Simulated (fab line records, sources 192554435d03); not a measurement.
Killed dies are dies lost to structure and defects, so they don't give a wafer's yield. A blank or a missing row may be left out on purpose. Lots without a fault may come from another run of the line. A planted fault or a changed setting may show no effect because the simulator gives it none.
A struck lot beside a sound one | flow n5_finfet | 39 steps out of a route of 1938
Sound: wafers L995.1, L995.2, L995.4. Struck: wafers L104.1, L104.5, L104.6. The cause comes at the end.
At each step with rows: each side's tool, then ch and its chambers, then its first start. Under that, the readings that differ: sound wafers | struck wafers | difference of the means | sigmas: that difference in standard deviations of wafers without a fault.
alike: readings whose means differ by less than 2 such deviations, and words and numbers that are the same on both sides. not compared: withheld readings, readings that some wafer has no value for, bounds like >300 that may hide the same value, and numbers for which the record gives no deviation and whose values overlap.
The two part at a step that has a row with sigmas, a row that says differs or no value, or rows on one side only. Numbers that don't overlap but have no deviation are shown without sigmas and don't part them. A reading that every wafer of one side lacks parts them only if that side has two wafers or more.

first, 9 steps without rows for these wafers: N5_FIN_SAQP_DEVELOP_15 (develop time 30 s); N5_FIN_SAQP_DESCUM_21 (chemistry O2, time 7.9 s); N5_FIN_SAQP_ETCH_51 (etches SiARC in CF4, target depth 45.5 nm, time 75.8 s); N5_FIN_SAQP_ETCH_52 (etches SOC in N2/H2, target depth 100 nm, overetch 20 nm, time 150 s); N5_FIN_SAQP_STRIP_53 (strips in N2/H2); N5_FIN_SAQP_HM_OPEN_73 (chemistry CHF3/O2, target SiO2, stops on a-Si, target depth 12 nm, time 16.8 s); N5_FIN_SAQP_STRIP_74 (strips in CHF3/O2); N5_FIN_SAQP_MANDREL_ETCH_22 (etches a-Si in HBr/Cl2, stops on SiNx, target depth 60 nm, bt time 10 s, time 30 s); N5_FIN_SAQP_STRIP_55 (strips in N2/H2).
N5_FIN_SAQP_STRIP_23: strips in SPM, time 750 s.
  sound on wet_bench-01 ch 3,4,6, day 4 19:55; struck on wet_bench-03 ch 3,5,6, day 6 22:24
  alike: bath_heat_duty_pct, temp_c
then, 25 steps without rows for these wafers: N5_FIN_SAQP_SRD_66 (time 30 s); N5_FIN_SAQP_RECESS_75 (chemistry HF/NH3, target SiO2, target depth 14.4 nm, afs cycles 3, sublimation time 60 s); N5_FIN_SAQP_SPACER1_ALD_24 (deposits SiO2, target thk 20.3 nm, pulse time 1 s, purge time 2 s); N5_FIN_SAQP_SPACER1_ETCHBACK_25 (etches SiO2 in CHF3/O2, target depth 24.4 nm, time 12.2 s); N5_FIN_SAQP_MANDREL1_REMOVE_56 (chemistry HBr/Cl2/O2, target a-Si, stops on SiNx, bt time 10 s); N5_FIN_SAQP_ETCH_57 (etches SiNx in CH3F/O2, target depth 32.5 nm, time 46.4 s); N5_FIN_SAQP_ETCH_65 (etches SiO2 in CF4, target depth 4 nm, time 4.4 s); N5_FIN_SAQP_MANDREL_ETCH_58 (etches a-Si in HBr/Cl2, stops on SiNx, target depth 45 nm, bt time 10 s, time 27 s); N5_FIN_SAQP_RECESS_63 (chemistry HF/NH3, target SiO2, target depth 18 nm, afs cycles 3, sublimation time 60 s); N5_FIN_SAQP_COAT_68 (time 60 s, resist thk 100 nm); N5_FIN_SAQP_ETCH_69 (etches SOC in N2/H2, stops on SiNx, target depth 150 nm); N5_FIN_SAQP_ETCH_67 (etches SiNx in CH3F/O2, target depth 30 nm); N5_FIN_SAQP_STRIP_70 (strips in N2/H2); N5_FIN_SAQP_RECESS_71 (chemistry HF/NH3, target SiO2, target depth 3 nm, afs cycles 1, sublimation time 60 s); N5_FIN_SAQP_SPACER2_ALD_28 (deposits SiO2, target thk 8.1 nm, pulse time 1 s, purge time 2 s); N5_FIN_SAQP_SPACER2_ETCHBACK_29 (etches SiO2 in CHF3/O2, target depth 12.2 nm, time 6.1 s); N5_FIN_SAQP_MANDREL2_REMOVE_60 (chemistry HBr/Cl2/O2, target a-Si, stops on SiNx, bt time 10 s); N5_FIN_SAQP_HM_OPEN_33 (chemistry CH3F/O2, target SiNx, target depth 49.4 nm, time 70.6 s); N5_FIN_SAQP_ETCH_34 (etches SiO2 in C4F6/O2, target depth 45 nm, time 15 s); N5_FIN_SAQP_STRIP_77 (strips in N2/H2, time 90 s); N5_FIN_SAQP_ETCH_64 (etches SiO2 in CF4, target depth 1.5 nm); N5_FIN_SAQP_FIN_ETCH_36 (etches the open film in HBr/Cl2/O2, target depth 120 nm, time 50.4 s); N5_FIN_SAQP_PRECLEAN_38 (cleans in O3/DIW, time 45 s); N5_FIN_SAQP_PRECLEAN_45 (cleans in dHF, time 10 s); N5_FIN_SAQP_SRD_39 (time 30 s).
N5_FIN_SAQP_INSPECT_40: inspects for defects (brightfield).
  sound on defect_inspect-02, day 5 00:21; struck on defect_inspect-01, day 7 02:22
  reading          | sound      | struck      | difference | sigmas
  raw_defect_count | 117 98 145 | 602 500 509 | +417       | +7
N5_FIN_CUT_INSPECT_10: inspects for defects (brightfield).
  sound on defect_inspect-01, day 5 00:55; struck on defect_inspect-02, day 7 02:46
  reading          | sound    | struck      | difference | sigmas
  raw_defect_count | 40 25 31 | 321 300 328 | +284       | +28
-- the record jumps here: 7 days lie between the struck wafers' starts before and after (it left off in module FIN_CUT and takes up again in module BEOL_M4, whose first step shown is number 1111 of the route) --
N5_BEOL_M4_RC_MEAS_101:
  sound on prober-01 ch 0, day 11 02:17; struck on prober-02 ch 0, day 13 16:31
  alike: DIBL_N, DIBL_P, IOFF_N, IOFF_P, ION_N, ION_P, SS_N, SS_P, VT_N, VT_P
-- the record jumps here: 4 days lie between the struck wafers' starts before and after (it left off in module BEOL_M4 and takes up again in module PASSIVATION, whose first step shown is number 1936 of the route) --
N5_PASSIVATION_PROBE_49:
  the record has rows for the struck wafers here (prober-01, day 17 23:18) and none for the sound ones

WHERE THEY PART
First at N5_FIN_SAQP_INSPECT_40; last, within this record, at N5_PASSIVATION_PROBE_49.

WHY: what the simulator had put in
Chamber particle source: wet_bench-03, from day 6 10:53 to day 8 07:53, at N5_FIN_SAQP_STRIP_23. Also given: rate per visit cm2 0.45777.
